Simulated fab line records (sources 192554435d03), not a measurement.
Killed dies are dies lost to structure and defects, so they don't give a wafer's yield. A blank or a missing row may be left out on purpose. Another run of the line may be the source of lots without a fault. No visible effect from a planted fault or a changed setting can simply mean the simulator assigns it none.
Split-lot study | flow n5-finfet | on a route of 1938 steps: 7 lots, 21 wafers read

## ABOUT THE SPLIT
At N5_BEOL_M12_COAT_65 (time 60 s, resist thk 300 nm), the setting spin-rpm was moved away from the recipe's 1500 rpm on 5 of the 21 wafers read, by -10.7% to +3.6%. All remaining wafers had this setting at the recipe value.

The reading comes from the split's own step.

## THE READING
SOC_of_BEOL_M12_COAT_65.thk-nm (the simulator's own value, which no gauge read), in nm, at N5_BEOL_M12_COAT_65 (time 60 s, resist thk 300 nm). The file does not state a usual value for it. Here, 16 wafers ran the recipe; their average is 299.7 nm with a standard deviation of 0.73 nm.

wafer  | tool, chamber at the split | spin-rpm as run, rpm | against the recipe | SOC_of_BEOL_M12_COAT_65.thk-nm, nm | against lot-mates on the recipe
L076.1 | litho-track-03, 0          | 1340                 | -10.7%             | 315.8                              | +17.1
L076.3 | litho-track-03, 0          | 1500                 | recipe             | 299                                | -
L076.5 | litho-track-03, 0          | 1500                 | recipe             | 298.4                              | -
L077.1 | litho-track-02, 0          | 1500                 | recipe             | 298.4                              | -
L077.2 | litho-track-02, 0          | 1367                 | -8.9%              | 314.2                              | +14.9
L077.4 | litho-track-02, 0          | 1500                 | recipe             | 300.2                              | -
L081.2 | litho-track-01, 0          | 1554                 | +3.6%              | 295                                | -5.4
L081.3 | litho-track-01, 0          | 1500                 | recipe             | 300.4                              | -
L081.5 | litho-track-01, 0          | 1500                 | recipe             | 300.4                              | -
L086.4 | litho-track-03, 0          | 1500                 | recipe             | 300.4                              | -
L086.5 | litho-track-03, 0          | 1500                 | recipe             | 300                                | -
L086.6 | litho-track-03, 0          | 1500                 | recipe             | 299.8                              | -
L092.1 | litho-track-03, 0          | 1500                 | recipe             | 299.8                              | -
L092.3 | litho-track-03, 0          | 1500                 | recipe             | 299.6                              | -
L092.6 | litho-track-03, 0          | 1500                 | recipe             | 299.6                              | -
L094.1 | litho-track-02, 0          | 1500                 | recipe             | 299.8                              | -
L094.5 | litho-track-02, 0          | 1500                 | recipe             | 299                                | -
L094.6 | litho-track-02, 0          | 1500                 | recipe             | 299.4                              | -
L096.1 | litho-track-02, 0          | 1447                 | -3.5%              | 306.6                              | +5.4
L096.5 | litho-track-02, 0          | 1447                 | -3.5%              | 306.6                              | +5.4
L096.6 | litho-track-02, 0          | 1500                 | recipe             | 301.2                              | -

THE FIT
A straight line over all 21 wafers: SOC_of_BEOL_M12_COAT_65.thk-nm changes by -1.57 nm for each +1% of spin-rpm; r = -0.99; the points scatter about the line by 0.83 nm.
The same after taking each lot's own level away (the mean of its wafers on the recipe; 21 wafers): -1.61 nm for each +1%; r = -1.00; scatter 0.4 nm.
The reading moves by 17 nm for the largest change in spin-rpm, on that fit.
From 298.70 to 301.20 nm: that is the span of the lots' own levels, equal to 3.4 times the standard deviation above.
So the lot-to-lot level changes the slope little: the two slopes agree.
Check: for one of the wafers moved furthest among these (-10.7%), held out of the fit, the line's prediction against its lot-mates is +17.4 nm. Against them it came out at +17.1 nm.

## ADDITIONAL SPLITS CARRIED BY THESE WAFERS
Other splits were also applied to these wafers ahead of the reading. Each is held against what the fit with the lots' levels taken away leaves over:
other split on the same wafers | wafers away from the commonest value | r with SOC_of_BEOL_M12_COAT_65.thk-nm (lot level and that fit taken away)
N5_BEOL_M8_PECVD_70 temp-c     | 5                                    | +0.18
N5_BEOL_M10_ETCH_62 time-s     | 6                                    | -0.45
N5_BEOL_M10_COAT_64 spin-rpm   | 7                                    | -0.01
N5_BEOL_M11_DESCUM_16 time-s   | 6                                    | -0.21

## THE FILE'S OWN FIT
SOC_of_BEOL_M12_COAT_65.thk-nm changes by -1.62 nm for each +1% of spin-rpm, r = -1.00.
